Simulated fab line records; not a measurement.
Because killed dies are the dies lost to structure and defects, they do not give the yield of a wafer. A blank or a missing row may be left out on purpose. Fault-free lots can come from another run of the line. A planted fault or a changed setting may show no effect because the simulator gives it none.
Matching of chambers -- flow n5 finfet -- 3 sister chambers for N5_BEOL_M9_CVD_78 on cvd co-02
The step deposits Co from CCTBA/H2, target thk 2 nm, time 138.9 s. 6 wafers are shown with their chamber, then 7 later ones without.

== WAFERS WITH THEIR CHAMBER ==
wafer,chamber,run length s (s),chamber pressure Torr (Torr)
L118.4,0,161.6,29.98
L125.5,2,162.7,30.00
L127.2,0,161.3,29.82
L127.6,1,161.4,30.03
L124.1,1,161.0,30.03
L124.2,2,162.7,30.07

== WAFERS WITHOUT THEIR CHAMBER ==
wafer,run length s (s),chamber pressure Torr (Torr)
L124.4,161.2,29.93
L131.1,163.0,29.97
L131.3,161.1,29.90
L131.4,162.2,29.92
L136.2,161.5,30.10
L136.3,161.4,29.93
L138.2,161.5,29.82

== WHICH CHAMBER EACH WENT THROUGH ==
wafer,from the rows above,in truth
L124.4,can't be placed: 0 or 1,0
L131.1,2,2
L131.3,can't be placed: 0 or 1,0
L131.4,can't be placed: 2 or 0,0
L136.2,can't be placed: 1 or 0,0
L136.3,can't be placed: 0 or 1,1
L138.2,0,0
Correctly placed: 2 of 7. Unplaceable from these rows: 5, with the true chamber sitting among the candidates in 5. Wrongly placed: 0.
How it was worked out, from the rows above alone: a wafer's distance from a chamber is the root of the sum, over the readings, of the square of ((its reading less the chamber's mean) divided by the reading's scatter). The wafer belongs to the nearest chamber; if the next one is less than 2 further off, it can't be placed. Each chamber's mean is taken over the wafers shown for it. The scatter: take each reading less its chamber's mean, square it, sum over the shown wafers, divide by the number of wafers less the number of chambers, and take the root.
